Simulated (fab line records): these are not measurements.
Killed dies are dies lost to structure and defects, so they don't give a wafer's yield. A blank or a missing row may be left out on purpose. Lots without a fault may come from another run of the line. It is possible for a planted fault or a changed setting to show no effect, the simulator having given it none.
Lot-split experiment :: flow n5_finfet :: 21 wafers read across 7 lots, on a route 1938 steps long

ON THE SPLIT
At N5_ZERO_LAYER_DEVELOP_10 (develop time 60 s), the setting develop_time_s was moved away from the recipe's 60 s on 7 of the 21 wafers read, by -17.7% to +17.2%. This setting was run at the recipe's value on the other wafers.

FROM THE SPLIT TO THE READING: what the file shows between them, 1 step
- N5_ZERO_LAYER_HARDBAKE_23: time 120 s

THE READING
cd_nm, in nm, at N5_ZERO_LAYER_CD_MEAS_11 (target cd 2000 nm). Typical for fault-free wafers on this fab line: 1999.1 nm, with standard deviation 1.6 nm.

wafer: L074.2
tool, chamber at the split: litho_track-01, 0
develop_time_s as run, s: 70.34
against the recipe: +17.2%
cd_nm, nm: 2002.7
against lot-mates on the recipe: +3.5

wafer: L074.3
tool, chamber at the split: litho_track-01, 0
develop_time_s as run, s: 70.34
against the recipe: +17.2%
cd_nm, nm: 2004.1
against lot-mates on the recipe: +4.9

wafer: L074.6
tool, chamber at the split: litho_track-01, 0
develop_time_s as run, s: 60
against the recipe: recipe
cd_nm, nm: 1999.2
against lot-mates on the recipe: -

wafer: L075.3
tool, chamber at the split: litho_track-03, 0
develop_time_s as run, s: 64.97
against the recipe: +8.3%
cd_nm, nm: 2001.3
against lot-mates on the recipe: +3.3

wafer: L075.4
tool, chamber at the split: litho_track-03, 0
develop_time_s as run, s: 60
against the recipe: recipe
cd_nm, nm: 1998.0
against lot-mates on the recipe: -

wafer: L075.6
tool, chamber at the split: litho_track-03, 0
develop_time_s as run, s: 64.97
against the recipe: +8.3%
cd_nm, nm: 2000.5
against lot-mates on the recipe: +2.5

wafer: L083.3
tool, chamber at the split: litho_track-01, 0
develop_time_s as run, s: 64.68
against the recipe: +7.8%
cd_nm, nm: 2002.3
against lot-mates on the recipe: +2.7

wafer: L083.4
tool, chamber at the split: litho_track-01, 0
develop_time_s as run, s: 60
against the recipe: recipe
cd_nm, nm: 1999.6
against lot-mates on the recipe: -

wafer: L083.5
tool, chamber at the split: litho_track-01, 0
develop_time_s as run, s: 64.68
against the recipe: +7.8%
cd_nm, nm: 2000.7
against lot-mates on the recipe: +1.1

wafer: L086.1
tool, chamber at the split: litho_track-02, 0
develop_time_s as run, s: 49.41
against the recipe: -17.7%
cd_nm, nm: 1997.7
against lot-mates on the recipe: -4.8

wafer: L086.2
tool, chamber at the split: litho_track-02, 0
develop_time_s as run, s: 60
against the recipe: recipe
cd_nm, nm: 2002.0
against lot-mates on the recipe: -

wafer: L086.4
tool, chamber at the split: litho_track-02, 0
develop_time_s as run, s: 60
against the recipe: recipe
cd_nm, nm: 2002.9
against lot-mates on the recipe: -

wafer: L087.4
tool, chamber at the split: litho_track-03, 0
develop_time_s as run, s: 60
against the recipe: recipe
cd_nm, nm: 1997.8
against lot-mates on the recipe: -

wafer: L087.5
tool, chamber at the split: litho_track-03, 0
develop_time_s as run, s: 60
against the recipe: recipe
cd_nm, nm: 1999.9
against lot-mates on the recipe: -

wafer: L087.6
tool, chamber at the split: litho_track-03, 0
develop_time_s as run, s: 60
against the recipe: recipe
cd_nm, nm: 1998.0
against lot-mates on the recipe: -

wafer: L091.2
tool, chamber at the split: litho_track-01, 0
develop_time_s as run, s: 60
against the recipe: recipe
cd_nm, nm: 1999.8
against lot-mates on the recipe: -

wafer: L091.3
tool, chamber at the split: litho_track-01, 0
develop_time_s as run, s: 60
against the recipe: recipe
cd_nm, nm: 1999.7
against lot-mates on the recipe: -

wafer: L091.5
tool, chamber at the split: litho_track-01, 0
develop_time_s as run, s: 60
against the recipe: recipe
cd_nm, nm: 1997.9
against lot-mates on the recipe: -

wafer: L093.3
tool, chamber at the split: litho_track-03, 0
develop_time_s as run, s: 60
against the recipe: recipe
cd_nm, nm: 1999.0
against lot-mates on the recipe: -

wafer: L093.5
tool, chamber at the split: litho_track-03, 0
develop_time_s as run, s: 60
against the recipe: recipe
cd_nm, nm: 1998.5
against lot-mates on the recipe: -

wafer: L093.6
tool, chamber at the split: litho_track-03, 0
develop_time_s as run, s: 60
against the recipe: recipe
cd_nm, nm: 2000.6
against lot-mates on the recipe: -

FIT RESULTS
A straight line over all 21 wafers: cd_nm changes by +0.182 nm for each +1% of develop_time_s; r = +0.70; the points scatter about the line by 1.4 nm.
The same after taking each lot's own level away (the mean of its wafers on the recipe; 21 wafers): +0.262 nm for each +1%; r = +0.93; scatter 0.78 nm.
The reading moves by 4.6 nm for the largest change in develop_time_s, on that fit.
Measured against the standard deviation above, the lots' own levels, which go from 1998.00 to 2002.45 nm, span 2.8 times it.
So the lot-to-lot level blurs the effect unless lot-mates are compared.
Check: for one of the wafers moved furthest among these (-17.7%), held out of the fit, the line's prediction against its lot-mates is -4.5 nm. It came out at -4.75 nm against them.

FILE'S OWN FIT
cd_nm changes by +0.263 nm for each +1% of develop_time_s, r = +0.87.
